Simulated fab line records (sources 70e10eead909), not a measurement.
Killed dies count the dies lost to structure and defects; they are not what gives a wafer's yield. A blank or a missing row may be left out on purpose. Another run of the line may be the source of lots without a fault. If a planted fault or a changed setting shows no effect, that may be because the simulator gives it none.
Which tool was responsible?	flow nandHarc	Sampling: 13 lots, 39 wafers, 6 of 1302 route steps

## WHAT THE GAUGES READ, wafer by wafer
NHARC_A_ONON_D2_THK_MEAS_08: measures by ellipsometry.
lot	measured	on	thkNm (nm)
L145	day 13 01:53	filmMetro-01	1001 998 1000
L144	day 13 01:34	filmMetro-02	1004 1004 1004
L154	day 16 14:53	filmMetro-01	283 286 287 285 285 284
L156	day 17 05:56	filmMetro-02	984 987 984
L155	day 17 06:13	filmMetro-02	278 276 276 277 277 277
L157	day 18 06:37	filmMetro-02	992 993 994
L158	day 19 01:38	filmMetro-02	997 997 997
L159	day 19 00:58	filmMetro-02	1001 1000 1001
L160	day 20 00:52	filmMetro-01	1003 1002 1002
L162	day 19 23:24	filmMetro-02	1000 999 999
L163	day 20 11:37	filmMetro-02	990 989 991
L166	day 21 07:18	filmMetro-02	995 992 994
L165	day 21 14:01	filmMetro-02	986 985 986

NHARC_A_ONON_D2_THK_MEAS_30: measures by ellipsometry.
lot	measured	on	thkNm (nm)
L145	day 13 12:44	filmMetro-02	1007 1005 1005
L144	day 13 12:45	filmMetro-01	1009 1008 1009
L156	day 17 18:29	filmMetro-01	998 998 999
L157	day 18 20:26	filmMetro-01	991 989 989
L158	day 19 12:07	filmMetro-01	1005 1005 1005
L159	day 19 12:07	filmMetro-02	1005 1003 1004
L160	day 20 11:50	filmMetro-02	985 986 987
L162	day 20 11:59	filmMetro-02	1010 1008 1007
L163	day 20 22:43	filmMetro-02	1009 1010 1009
L166	day 21 18:19	filmMetro-01	1007 1006 1007
L165	day 22 04:25	filmMetro-02	987 987 986

NHARC_END_SORT_01.
lot	measured	on	defectLimitedYield (%)	killedAtArray	killedAtOther	killedAtPeriphery	killedDies	killedOpen	killedShort
L145	day 25 07:03	prober-02	87 91 92	87 58 51	0 0 1	3 2 4	90 60 56	5 4 1	2 3 6
L144	day 25 13:59	prober-01	97 96 95	16 22 24	0 1 4	1 4 3	17 27 31	2 4 3	1 4 3
L156	day 29 07:20	prober-02	90 88 90	66 75 65	1 2 2	2 1 3	69 78 70	3 6 5	1 2 2
L157	day 30 07:57	prober-01	92 91 91	46 53 59	2 1 2	7 7 2	55 61 63	4 3 3	1 1 4
L158	day 30 20:33	prober-01	90 92 93	57 47 44	3 1 3	6 5 2	66 53 49	1 3 3	2 1 2
L159	day 30 13:35	prober-02	88 87 87	75 82 83	2 0 0	4 4 3	81 86 86	4 4 3	3 5 2
L160	day 32 06:49	prober-02	89 88 88	70 77 75	0 1 0	3 5 6	73 83 81	3 4 0	0 3 5
L162	day 33 03:43	prober-01	89 88 85	69 78 91	0 0 0	5 3 8	74 81 99	2 3 4	1 3 2
L163	day 33 09:56	prober-01	94 94 93	29 22 34	2 3 4	9 14 7	40 39 45	4 4 1	1 3 2
L166	day 33 13:04	prober-02	94 95 95	35 25 30	2 2 1	7 6 3	44 33 34	5 6 3	3 2 3
L165	day 33 18:29	prober-01	92 90 90	51 60 67	0 0 0	5 6 3	56 66 70	2 1 5	4 3 4

## WHAT TOOL EACH LOT RAN ON (gives the tool, then ch and the chambers of the sampled wafers, and finally the start)
lot	NHARC_A_CHANNEL_FILL_D1_STRIP_29	NHARC_A_DECK1_JOINT_ETCHBACK_07	NHARC_A_ONON_D2_DEP_06
L145	rieDiel-09 ch 1,2,3, day 11 15:03 or earlier	rieSi-01 ch 0,1,2, day 11 15:03	pecvdOnon-02 ch 0, day 13 01:26
L144	rieDiel-05 ch 3, day 11 08:49	rieSi-04 ch 0,1,3, day 11 15:01	pecvdOnon-01 ch 0, day 13 01:04
L154	rieDiel-07 ch 0,1, day 15 00:16 or earlier	rieSi-06 ch 0,1, day 15 00:16	pecvdOnon-01 ch 0, day 16 14:23
L156	rieDiel-07 ch 1,2,3, day 15 16:18 or earlier	rieSi-04 ch 0,1,3, day 15 16:18	pecvdOnon-04 ch 0, day 17 05:25
L155	rieDiel-05 ch 2,3, day 15 10:05	rieSi-06 ch 0,1,3, day 15 16:19	pecvdOnon-01 ch 0, day 17 05:43
L157	rieDiel-05 ch 0,1,2, day 16 13:26	rieSi-01 ch 1,2,3, day 16 19:38	pecvdOnon-04 ch 0, day 18 06:06
L158	rieDiel-05 ch 0,1, day 17 04:05 or earlier	rieSi-04 ch 0,1,3, day 17 04:05	pecvdOnon-04 ch 0, day 19 01:07
L159	rieDiel-09 ch 0,2, day 17 13:06 or earlier	rieSi-06 ch 0,3, day 17 13:06	pecvdOnon-04 ch 0, day 19 00:27
L160	rieDiel-07 ch 0,1,3, day 18 06:44 or earlier	rieSi-06 ch 1,3, day 18 06:44	pecvdOnon-02 ch 0, day 20 00:25
L162	rieDiel-09 ch 0,1,2, day 18 13:43 or earlier	rieSi-06 ch 1,2, day 18 13:43	pecvdOnon-04 ch 0, day 19 23:04
L163	rieDiel-07 ch 0,1, day 18 20:14 or earlier	rieSi-01 ch 1,2,3, day 18 20:14	pecvdOnon-04 ch 0, day 20 11:10
L166	rieDiel-07 ch 0,1,3, day 19 17:37	rieSi-01 ch 0,1,2, day 19 22:40	pecvdOnon-01 ch 0, day 21 06:50
L165	rieDiel-07 ch 0,1, day 19 20:57	rieSi-04 ch 2,3, day 20 03:00	pecvdOnon-01 ch 0, day 21 13:37
- NHARC_A_CHANNEL_FILL_D1_STRIP_29: strips in O2, time 20 s.
- NHARC_A_DECK1_JOINT_ETCHBACK_07: etches the open film in HBr, target depth 105 nm, time 26.9 s.
- NHARC_A_ONON_D2_DEP_06: target thk 1000 nm.

## AS READ BY THE TOOLS THEMSELVES (means over the sampled wafers that have a number; for cases with no such wafer, the mark the record gives instead)
NHARC_A_CHANNEL_FILL_D1_STRIP_29.
lot	tool	drypumpMotorCurrentA (A)	oesProductAu (a.u.)	rfVppV (V)	showerheadPlenumPTorr (Torr)	throttleValvePct (%)
L145	rieDiel-09	5.6	0.990	57.5	3.49	17.039
L144	rieDiel-05	6.0	0.992	58.3	3.61	17.032
L154	rieDiel-07	5.6	0.999	57.6	3.35	17.043
L156	rieDiel-07	6.0	0.986	57.7	3.50	17.048
L155	rieDiel-05	6.1	1.000	57.4	3.51	17.034
L157	rieDiel-05	5.9	1.002	57.8	3.51	17.043
L158	rieDiel-05	6.0	1.009	58.0	3.61	17.033
L159	rieDiel-09	6.2	1.000	58.3	3.44	17.047
L160	rieDiel-07	6.0	0.998	57.4	3.37	17.035
L162	rieDiel-09	5.8	1.002	57.2	3.39	17.045
L163	rieDiel-07	6.0	0.992	58.4	3.36	17.034
L166	rieDiel-07	6.0	0.995	58.0	3.37	17.035
L165	rieDiel-07	6.0	1.000	56.4	3.36	17.041

NHARC_A_DECK1_JOINT_ETCHBACK_07.
lot	tool	drypumpMotorCurrentA (A)	oesProductAu (a.u.)	throttleValvePct (%)
L145	rieSi-01	5.5	0.996	23.263
L144	rieSi-04	5.8	0.994	23.269
L154	rieSi-06	5.4	0.995	23.267
L156	rieSi-04	5.8	1.006	23.262
L155	rieSi-06	5.6	1.000	23.258
L157	rieSi-01	5.5	1.001	23.260
L158	rieSi-04	5.8	0.998	23.267
L159	rieSi-06	5.8	0.995	23.259
L160	rieSi-06	5.4	0.991	23.258
L162	rieSi-06	5.3	0.998	23.267
L163	rieSi-01	5.5	1.007	23.261
L166	rieSi-01	5.5	1.006	23.266
L165	rieSi-04	5.8	1.000	23.264

NHARC_A_ONON_D2_DEP_06.
lot	tool	susceptorTempC (C)
L145	pecvdOnon-02	399.94
L144	pecvdOnon-01	400.04
L154	pecvdOnon-01	399.96
L156	pecvdOnon-04	400.08
L155	pecvdOnon-01	399.92
L157	pecvdOnon-04	400.36
L158	pecvdOnon-04	400.10
L159	pecvdOnon-04	399.99
L160	pecvdOnon-02	400.26
L162	pecvdOnon-04	400.41
L163	pecvdOnon-04	399.73
L166	pecvdOnon-01	400.08
L165	pecvdOnon-01	399.94

## THE ANSWER, worked out from the rows above alone
Rule: what is usual is taken from the lots themselves. The widest of any qualifying gaps counts: lots, ordered by their means at a reading, are off when they make up no more than a third of the lots, leave a main group of 4 or more, and stand apart from it by 3 or more times the standard deviation of that group's means. A main group whose means are all the same, to the digits that the tables above print for the reading, isn't used. Also off: a lot with no number at a reading for which 4 or more lots have one. Where the step has rows for the other lots, those lots are counted as sound. First the gauges in route order, then the tools' own readings, where a lot's mean is used as printed above. The first step at which some lot is off is used, and at that step the reading that is off furthest; a lot without a number counts as furthest.
Off: L154, L155, at NHARC_A_ONON_D2_THK_MEAS_08 (thkNm). For the main group the mean is 995 nm and the standard deviation 6.2.
A tool fits if, at a process step before that reading, it ran every lot that is off, and no sound lot after the first of them. The gauges at NHARC_A_ONON_D2_THK_MEAS_08 are tried like those tools. With no start given for some of its lots, NHARC_A_CHANNEL_FILL_D1_STRIP_29 uses the hours and lot order of NHARC_A_DECK1_JOINT_ETCHBACK_07. None of those tried fits.

## WHAT THE SIMULATOR PUT IN
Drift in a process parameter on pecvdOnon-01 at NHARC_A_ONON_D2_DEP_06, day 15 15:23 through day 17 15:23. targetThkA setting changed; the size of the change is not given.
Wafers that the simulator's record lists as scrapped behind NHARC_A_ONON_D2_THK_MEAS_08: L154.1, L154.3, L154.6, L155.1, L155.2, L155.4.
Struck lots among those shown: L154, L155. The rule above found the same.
